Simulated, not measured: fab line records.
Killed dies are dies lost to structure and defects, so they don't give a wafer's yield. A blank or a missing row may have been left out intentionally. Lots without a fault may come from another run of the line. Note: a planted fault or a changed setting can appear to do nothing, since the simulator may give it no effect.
Lot-split experiment + flow n5-finfet + 21 wafers read across 7 lots, on a route 1938 steps long

ABOUT THE SPLIT
At N5_BEOL_M11_HM_DEP_02 (deposits TiN, target thk 20 nm), the setting target-thk-a was moved away from the recipe's 200 angstrom on 7 of the 21 wafers read, by -12.3% to +12.6%. For the rest of the wafers, this setting stayed at what the recipe calls for.

FROM THE SPLIT TO THE READING: what the file shows between them, 4 steps
- N5_BEOL_M11_COAT_59: time 60 s, resist thk 100 nm
- N5_BEOL_M11_COAT_60: time 60 s, resist thk 30 nm
- N5_BEOL_M11_STRIP_68: strips in N2/H2
- N5_BEOL_M11_STRIP_67: strips in CF4

THE READING
etch.depth-nm (the simulator's own value, which no gauge read), in nm, at N5_BEOL_M11_HM_OPEN_17 (chemistry Cl2/BCl3, target TiN, target depth 20 nm, overetch 6 nm). There is no usual value for it anywhere in the file. Here, 14 wafers ran the recipe; their average is 20.09 nm with a standard deviation of 0.23 nm.

| wafer  | tool, chamber at the split | target-thk-a as run, angstrom | against the recipe | etch.depth-nm, nm | against lot-mates on the recipe |
|--------|----------------------------|-------------------------------|--------------------|-------------------|---------------------------------|
| L074.3 | pvd-sputter-03, -          | 200                           | recipe             | 20.31             | -                               |
| L074.4 | pvd-sputter-03, -          | 200                           | recipe             | 20.09             | -                               |
| L074.6 | pvd-sputter-03, -          | 200                           | recipe             | 19.85             | -                               |
| L075.1 | pvd-sputter-02, -          | 200                           | recipe             | 19.97             | -                               |
| L075.3 | pvd-sputter-02, -          | 200                           | recipe             | 19.99             | -                               |
| L075.4 | pvd-sputter-02, -          | 200                           | recipe             | 20.1              | -                               |
| L079.1 | pvd-sputter-01, -          | 200                           | recipe             | 20                | -                               |
| L079.3 | pvd-sputter-01, -          | 200                           | recipe             | 19.66             | -                               |
| L079.6 | pvd-sputter-01, -          | 187.9                         | -6.0%              | 18.72             | -1.11                           |
| L083.2 | pvd-sputter-01, -          | 175.5                         | -12.3%             | 17.78             | no lot-mate on the recipe       |
| L083.4 | pvd-sputter-01, -          | 175.5                         | -12.3%             | 17.7              | no lot-mate on the recipe       |
| L083.6 | pvd-sputter-01, -          | 175.5                         | -12.3%             | 17.81             | no lot-mate on the recipe       |
| L087.1 | pvd-sputter-03, -          | 225.2                         | +12.6%             | 22.56             | +2.58                           |
| L087.4 | pvd-sputter-03, -          | 200                           | recipe             | 19.84             | -                               |
| L087.6 | pvd-sputter-03, -          | 200                           | recipe             | 20.12             | -                               |
| L090.3 | pvd-sputter-01, -          | 200                           | recipe             | 20.11             | -                               |
| L090.4 | pvd-sputter-01, -          | 200                           | recipe             | 20.2              | -                               |
| L090.5 | pvd-sputter-01, -          | 220.1                         | +10.1%             | 22.24             | +2.08                           |
| L091.2 | pvd-sputter-03, -          | 200                           | recipe             | 20.47             | -                               |
| L091.5 | pvd-sputter-03, -          | 200                           | recipe             | 20.5              | -                               |
| L091.6 | pvd-sputter-03, -          | 217                           | +8.5%              | 22.13             | +1.64                           |

THE FIT
A straight line over all 21 wafers: etch.depth-nm changes by +0.201 nm for each +1% of target-thk-a; r = +0.99; the points scatter about the line by 0.22 nm.
The same after taking each lot's own level away (the mean of its wafers on the recipe; 18 wafers): +0.201 nm for each +1%; r = +0.99; scatter 0.12 nm.
According to that fit, moving target-thk-a by its largest amount changes the reading by 2.5 nm.
The lots' own levels span 19.830 to 20.485 nm, that is 2.9 times the standard deviation above.
So the lot-to-lot level changes the slope little: the two slopes agree.
Check: with one of the wafers moved furthest among these (+12.6%) left out of the fit, the line predicts +2.5 nm for it against its lot-mates. Against them it came out at +2.58 nm.

OTHER SPLITS ON THESE WAFERS
Other splits were also applied to these wafers ahead of the reading. Each is held against what the fit with the lots' levels taken away leaves over:
| other split on the same wafers | wafers away from the commonest value | r with etch.depth-nm (lot level and that fit taken away) |
|--------------------------------|--------------------------------------|----------------------------------------------------------|
| N5_BEOL_M10_EXPOSE_08 dose-mj  | 7                                    | -0.08                                                    |

THE WHOLE CHAIN: every reading that the file lists as answering this split, in the file's order
| step                   | what it does                                                      | reading                                                                           | change (the file's fit)               | r (the file's) |
|------------------------|-------------------------------------------------------------------|-----------------------------------------------------------------------------------|---------------------------------------|----------------|
| N5_BEOL_M11_HM_DEP_02  | deposits TiN, target thk 20 nm                                    | TiN_of_BEOL_M11_HM_DEP_02.thk-nm (the simulator's own value, which no gauge read) | +0.199 nm for each +1% of the setting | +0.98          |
| N5_BEOL_M11_HM_OPEN_17 | chemistry Cl2/BCl3, target TiN, target depth 20 nm, overetch 6 nm | etch.depth-nm (the simulator's own value, which no gauge read)                    | +0.201 nm for each +1% of the setting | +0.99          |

THE FILE'S OWN FIT
etch.depth-nm changes by +0.201 nm for each +1% of target-thk-a, r = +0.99.
